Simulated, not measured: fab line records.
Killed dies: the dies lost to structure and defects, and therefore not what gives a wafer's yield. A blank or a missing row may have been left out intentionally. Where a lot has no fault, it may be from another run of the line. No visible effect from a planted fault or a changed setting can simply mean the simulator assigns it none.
fab line records -- flow nandHarc -- part 2 of 2: steps 25 to 34 of 34
record: lots: 5, wafers: 15, lastDay: 31
route steps=1302 shown A_SIN_REMOVE@949 A_WL_FILL@952 A_CONTACT@983
lots untouched by any fault: they come from a run of this same line in which no faults occurred
startH: the number of hours between the record's first day and the start of the first shown wafer of the lot -- waitH: hours from the lot's prior step to this one -- " repeats the value in the row above -- L1.1+2: one row covering several wafers at once -- - no value, or no start was given -- * or withheld: withheld -- < > ~ a bound
route shown NAME@n: a module of which the file shows steps, and the number in the route of the first -- usual: mean/standard deviation taken from wafers without a fault -- same: alike in all rows -- chamber/n: place in a boat -- sites: each site's reading -- _std_site: standard deviation across them -- _edge_site: outer sites' mean less inner sites' -- radiusMm: how far each site lies from the wafer's centre -- mask NAME#n: copy n -- behind: the tool/chamber that last shaped the wafer -- hold: why the lot went on hold/how many hours it stayed there/how the hold came to an end -- device: names the non-switching transistor (n, p or np) -- end of line: the route-end tests of the same wafers -- for a step that has no rows: nothing shown but its recipe -- killed: count of dies lost to structure and defects at first sort (not the wafer's yield) -- map: dies across one wafer; x = killed, . = not, _ = none there
set.NAME: the run value of the setting; set.NAME@STEP: its run value at that earlier step -- model.NAME: the simulator's own value behind a step, which no gauge read
lots at some steps of the route; a table a step, a row a wafer
services: when a tool's chamber went out of use (startH, in hours from the record's first day, below 0 if earlier), for how many hours, and the reason
== steps ==
step: NHARC_A_WL_FILL_CVD_20
recipe: targetThkA: 1000, tempC: 400, pressureTorr: 40, wf6FlowSccm: 40, h2FlowSccm: 1600, arFlowSccm: 1560, timeS: 74, material: W
usual: heaterPowerOuterW: 495/46, heaterPowerW: 799/85, mfcWf6Sccm: 39.98/0.11, throttleValvePct: 8.17/0.16
lot.wafer,tool,chamber,startH,waitH,heaterPowerOuterW,heaterPowerW,mfcWf6Sccm,throttleValvePct
L077.1,cvdW-02,0,-,-,431,670,40.08,8.00
L077.4,cvdW-02,1,-,-,567,934,40.07,8.23
L077.5,cvdW-02,1,-,-,565,916,40.03,8.13
L082.2,cvdW-02,1,-,-,572,937,39.72,8.24
L082.3,cvdW-02,1,-,-,565,914,39.95,8.29
L082.4,cvdW-02,0,-,-,447,673,39.89,7.96
L083.2,cvdW-02,0,-,-,445,680,39.92,7.85
L083.4,cvdW-02,1,-,-,559,925,39.80,8.22
L083.3,cvdW-02,0,-,-,432,702,39.93,7.92
L091.2,cvdW-01,1,-,-,478,755,39.88,8.02
L091.3,cvdW-01,1,-,-,486,776,39.76,8.14
L091.4,cvdW-01,0,-,-,515,838,39.94,8.08
L092.3,cvdW-01,0,-,-,494,837,40.05,8.26
L092.4,cvdW-01,1,-,-,490,791,39.95,8.15
L092.6,cvdW-01,1,-,-,494,761,40.09,8.12
step: NHARC_A_WL_FILL_CMP_12
recipe: tOverpolishS: 30, targetThkNm: 100
usual: motorCurrentA: 11.5/1.2, overpolishRunS: 29.999/0.0085, timeToEndpointS: 19.6/2.7
lot.wafer,tool,chamber,startH,waitH,motorCurrentA,overpolishRunS,timeToEndpointS
L077.1,cmp-01,1,509.14,0.1,11.6,29.980,20.8
L077.4,cmp-01,0,509.14,0.1,9.3,30.008,18.8
L077.5,cmp-01,1,509.14,0.1,11.2,30.013,18.5
L082.4,cmp-02,2,552.35,0.1,12.4,30.004,16.9
L082.2,cmp-02,3,552.35,0.1,11.9,29.988,20.4
L082.3,cmp-02,1,552.35,0.1,11.1,30.001,15.0
L083.2,cmp-02,0,582.94,0.1,12.2,29.994,18.8
L083.4,cmp-02,1,582.94,0.1,11.5,30.007,18.8
L083.3,cmp-02,3,582.94,0.1,11.2,30.002,26.5
L091.3,cmp-01,0,635.78,0.1,10.0,30.010,16.7
L091.4,cmp-01,1,635.78,0.1,11.9,29.995,15.6
L091.2,cmp-01,2,635.78,0.1,10.8,29.990,17.6
L092.4,cmp-04,0,650.29,0.1,9.6,30.002,19.3
L092.3,cmp-04,2,650.29,0.1,12.8,29.997,21.2
L092.6,cmp-04,3,650.29,0.1,10.3,30.000,22.4
step: NHARC_A_WL_FILL_SRD_31
lot.wafer,tool,chamber,startH,waitH
L077.5+4+1,wetBench-09,"6,0,2",509.47,0.0
L082.3+4+2,wetBench-05,"3,4,6",552.68,0.0
L083.4+2+3,wetBench-07,"1,2,3",583.27,0.1
L091.2+4+3,wetBench-05,"6,0,1",636.10,0.0
L092.4+3+6,wetBench-07,"7,1,2",650.59,0.0
step: NHARC_A_WL_FILL_INSPECT_15
usual: rawDefectCount: 492/130
lot.wafer,tool,chamber,startH,waitH,rawDefectCount
L077.1,defectInspect-01,-,509.61,0.0,343
L077.4,defectInspect-01,-,509.61,0.0,314
L077.5,defectInspect-01,-,509.61,0.0,363
L082.2,defectInspect-02,-,552.83,0.1,312
L082.3,defectInspect-02,-,552.83,0.1,276
L082.4,defectInspect-02,-,552.83,0.1,280
L083.2,defectInspect-02,-,583.40,0.0,508
L083.3,defectInspect-02,-,583.40,0.0,460
L083.4,defectInspect-02,-,583.40,0.0,550
L091.2,defectInspect-01,-,636.25,0.0,492
L091.3,defectInspect-01,-,636.25,0.0,580
L091.4,defectInspect-01,-,636.25,0.0,709
L092.3,defectInspect-01,-,650.76,0.0,360
L092.4,defectInspect-01,-,650.76,0.0,351
L092.6,defectInspect-01,-,650.76,0.0,488
step: NHARC_A_CONTACT_DEP_24
recipe: targetThkA: 5000, tempC: 400, pressureTorr: 6.5, rfW: 900, teosFlowSccm: 161.4, flowSccm: 2650, targetThkNm: 500, gas: O2, material: SiO2
usual: heaterPowerOuterW: 275/51, heaterPowerW: 528/71, rfFwdPowerW: 898.5/2.5, throttleValvePct: 15.9/0.38
lot.wafer,tool,chamber,startH,waitH,heaterPowerOuterW,heaterPowerW,rfFwdPowerW,throttleValvePct
L077.1,pecvd-04,1,509.76,0.2,245,464,894.6,15.9
L077.5,pecvd-04,0,509.76,0.2,284,566,898.2,16.5
L077.4,pecvd-04,2,509.76,0.2,330,609,895.6,15.5
L082.3,pecvd-04,2,552.96,0.1,288,558,898.0,15.4
L082.2,pecvd-04,0,552.96,0.1,288,566,901.9,16.2
L082.4,pecvd-04,1,552.96,0.1,226,463,902.2,15.9
L083.3,pecvd-03,1,583.47,0.1,241,504,894.6,16.0
L083.2,pecvd-03,0,583.47,0.1,198,407,898.4,15.5
L083.4,pecvd-03,0,583.47,0.1,223,464,896.5,15.7
L091.2,pecvd-03,0,636.37,0.1,286,543,901.8,15.9
L091.3,pecvd-03,1,636.37,0.1,264,549,900.3,16.0
L091.4,pecvd-03,1,636.37,0.1,279,543,898.8,16.3
L092.3,pecvd-01,1,650.89,0.1,341,586,898.2,16.4
L092.6,pecvd-01,0,650.89,0.1,354,632,898.1,15.7
L092.4,pecvd-01,2,650.89,0.1,281,467,901.3,15.8
step: NHARC_A_CONTACT_DEP_28
recipe: targetThkA: 70000, tempC: 400, material: aC
usual: throttleValvePct: 35.000/0.0086
lot.wafer,tool,chamber,startH,waitH,throttleValvePct
L077.1,aclDep-01,0,510.65,0.4,35.003
L077.4,aclDep-01,0,512.77,2.5,34.994
L077.5,aclDep-01,0,512.77,2.5,34.997
L082.2,aclDep-03,0,555.69,2.2,34.991
L082.3,aclDep-03,0,555.69,2.2,34.995
L082.4,aclDep-03,0,555.69,2.2,35.008
L083.2,aclDep-01,0,584.78,0.8,34.997
L083.3,aclDep-01,0,584.78,0.8,34.995
L083.4,aclDep-01,0,584.78,0.8,35.006
L091.2,aclDep-01,0,637.68,0.8,35.015
L091.3,aclDep-01,0,637.68,0.8,34.988
L091.4,aclDep-01,0,637.68,0.8,35.000
L092.3,aclDep-03,0,656.20,4.8,35.006
L092.4,aclDep-03,0,656.20,4.8,35.003
L092.6,aclDep-03,0,658.34,7.0,34.994
step: NHARC_A_CONTACT_DEP_29
recipe: targetThkA: 1000, targetThkNm: 100, tempC: 400, pressureTorr: 3.5, flowSccm: 200, rfW: 350, material: SiON
usual: heaterPowerOuterW: 418/55, heaterPowerW: 714/76, rfFwdPowerW: 348.5/1.2
lot.wafer,tool,chamber,startH,waitH,heaterPowerOuterW,heaterPowerW,rfFwdPowerW
L077.1,pecvd-04,2,514.98,3.6,484,821,348.5
L077.5,pecvd-04,1,514.98,3.6,334,612,349.3
L077.4,pecvd-04,2,514.98,3.6,480,858,351.4
L082.2,pecvd-01,1,559.26,2.9,513,804,349.1
L082.3,pecvd-01,2,559.26,2.9,420,636,347.4
L082.4,pecvd-01,0,559.26,2.9,473,817,348.1
L083.3,pecvd-04,2,588.33,2.1,476,801,351.0
L083.2,pecvd-04,0,588.33,2.1,353,687,348.8
L083.4,pecvd-04,2,588.33,2.1,478,796,350.0
L091.3,pecvd-01,2,641.22,2.1,436,674,347.6
L091.2,pecvd-01,0,641.22,2.1,518,857,351.6
L091.4,pecvd-01,1,641.22,2.1,430,727,346.5
L092.3,pecvd-04,2,659.11,2.2,412,719,349.9
L092.6,pecvd-04,1,659.11,2.2,346,646,346.6
L092.4,pecvd-04,0,659.11,2.2,392,704,346.5
step: NHARC_A_CONTACT_DEHYDRATE_32
recipe: tempC: 150, timeS: 120
usual: plateTempC: 150.01/0.14
lot.wafer,tool,chamber,startH,waitH,plateTempC
L077.1,lithoTrack-06,0,515.19,0.2,149.97
L077.4,lithoTrack-06,0,515.19,0.2,150.13
L077.5,lithoTrack-06,0,515.19,0.2,149.70
L082.2,lithoTrack-06,0,559.53,0.2,150.26
L082.3,lithoTrack-06,0,559.53,0.2,150.05
L082.4,lithoTrack-06,0,559.53,0.2,150.09
L083.2,lithoTrack-04,0,588.61,0.2,150.20
L083.3,lithoTrack-04,0,588.61,0.2,150.28
L083.4,lithoTrack-04,0,588.61,0.2,150.34
L091.2,lithoTrack-06,0,641.49,0.2,150.24
L091.3,lithoTrack-06,0,641.49,0.2,150.11
L091.4,lithoTrack-06,0,641.49,0.2,149.94
L092.3,lithoTrack-04,0,659.35,0.2,149.97
L092.4,lithoTrack-04,0,659.35,0.2,149.65
L092.6,lithoTrack-04,0,659.35,0.2,149.88
step: NHARC_A_CONTACT_HMDS_33
recipe: timeS: 30
lot.wafer,tool,chamber,startH,waitH
L077.1+4+5,lithoTrack-06,0,-,-
L082.2+3+4,lithoTrack-06,0,-,-
L083.2+3+4,lithoTrack-04,0,-,-
L091.2+3+4,lithoTrack-06,0,-,-
L092.3+4+6,lithoTrack-04,0,-,-
step: NHARC_A_CONTACT_COAT_34
recipe: tempC: 260, timeS: 75
usual: plateTempC: 259.96/0.17
lot.wafer,tool,chamber,startH,waitH,plateTempC
L077.1,lithoTrack-06,0,-,-,259.93
L077.4,lithoTrack-06,0,-,-,260.05
L077.5,lithoTrack-06,0,-,-,260.03
L082.2,lithoTrack-06,0,-,-,259.66
L082.3,lithoTrack-06,0,-,-,259.78
L082.4,lithoTrack-06,0,-,-,259.82
L083.2,lithoTrack-04,0,-,-,259.99
L083.3,lithoTrack-04,0,-,-,260.08
L083.4,lithoTrack-04,0,-,-,260.01
L091.2,lithoTrack-06,0,-,-,260.16
L091.3,lithoTrack-06,0,-,-,260.20
L091.4,lithoTrack-06,0,-,-,260.16
L092.3,lithoTrack-04,0,-,-,259.86
L092.4,lithoTrack-04,0,-,-,259.79
L092.6,lithoTrack-04,0,-,-,259.72
== services ==
tool,chamber,startH,hours,kind
cvdW-02,-,471.17,2.4,repair
aldHk-01,-,474.00,10.0,pm
aldMetal-04,-,474.00,10.0,pm
rieDiel-06,-,484.20,9.0,pm
rieDiel-06,3,502.73,8.8,repair
wetBench-07,-,512.00,8.0,pm
rieMetal-03,-,519.00,9.0,pm
rieDiel-06,3,519.40,1.7,repair
rieDiel-06,2,525.84,4.0,repair
wetBench-09,-,528.80,8.0,pm
lithoTrack-06,-,529.00,7.0,pm
aldMetal-04,2,531.93,6.2,repair
cvdW-01,-,547.00,13.0,pm
lithoTrack-04,-,553.00,7.0,pm
rieMetal-01,-,554.46,1.6,repair
pecvd-04,1,560.85,5.8,repair
aldMetal-04,-,573.68,0.7,repair
rieMetal-01,-,575.00,9.0,pm
rieDiel-05,-,583.60,9.0,pm
rieDiel-06,0,586.04,16.4,repair
wetBench-05,-,612.80,8.0,pm
pecvd-04,-,631.00,13.0,pm
wetBench-07,-,644.59,2.0,repair
aldMetal-04,-,652.00,10.0,pm
